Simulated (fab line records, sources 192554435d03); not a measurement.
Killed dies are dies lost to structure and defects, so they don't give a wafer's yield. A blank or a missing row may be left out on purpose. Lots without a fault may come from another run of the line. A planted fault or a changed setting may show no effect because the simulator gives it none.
Chamber matching | flow n5_finfet | N5_BEOL_M13_ETCH_38 on rie_diel-01: 4 sister chambers
The step etches SiCN in CF4/N2, target depth 67.5 nm, time 71.9 s. 4 wafers are shown with their chamber, then 12 later ones without.

WAFERS WITH THEIR CHAMBER
wafer  | chamber | drypump_motor_current_A (A)
L087.5 | 1       | 6.09
L090.1 | 3       | 5.85
L090.2 | 2       | 5.68
L090.4 | 0       | 5.68

WAFERS WITHOUT THEIR CHAMBER
wafer  | drypump_motor_current_A (A)
L094.1 | 6.09
L094.2 | 5.64
L094.3 | 5.84
L094.4 | 5.67
L094.5 | 5.68
L094.6 | 6.11
L092.3 | 5.66
L092.4 | 5.84
L092.5 | 5.86
L097.1 | 5.87
L097.3 | 5.67
L097.5 | 5.66

WHICH CHAMBER EACH WENT THROUGH
wafer  | from the rows above     | in truth
L094.1 | 1                       | 1
L094.2 | can't be placed: 0 or 2 | 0
L094.3 | 3                       | 3
L094.4 | can't be placed: 0 or 2 | 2
L094.5 | can't be placed: 0 or 2 | 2
L094.6 | 1                       | 1
L092.3 | can't be placed: 0 or 2 | 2
L092.4 | 3                       | 3
L092.5 | 3                       | 3
L097.1 | 3                       | 3
L097.3 | can't be placed: 0 or 2 | 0
L097.5 | can't be placed: 0 or 2 | 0
Placed correctly: 6 of 12. Can't be placed from these rows: 6 (the true chamber is among the candidates in 6). Placed wrongly: 0.
How it was worked out, from the rows above alone: a wafer's distance from a chamber is the root of the sum, over the readings, of the square of ((its reading less the chamber's mean) divided by the reading's scatter). The wafer belongs to the nearest chamber; if the next one is less than 2 further off, it can't be placed. A chamber's mean is the mean of its shown wafers. The scatter: with one shown wafer a chamber, the root of the mean of the squares of how far each hidden wafer lies from its nearest shown one.
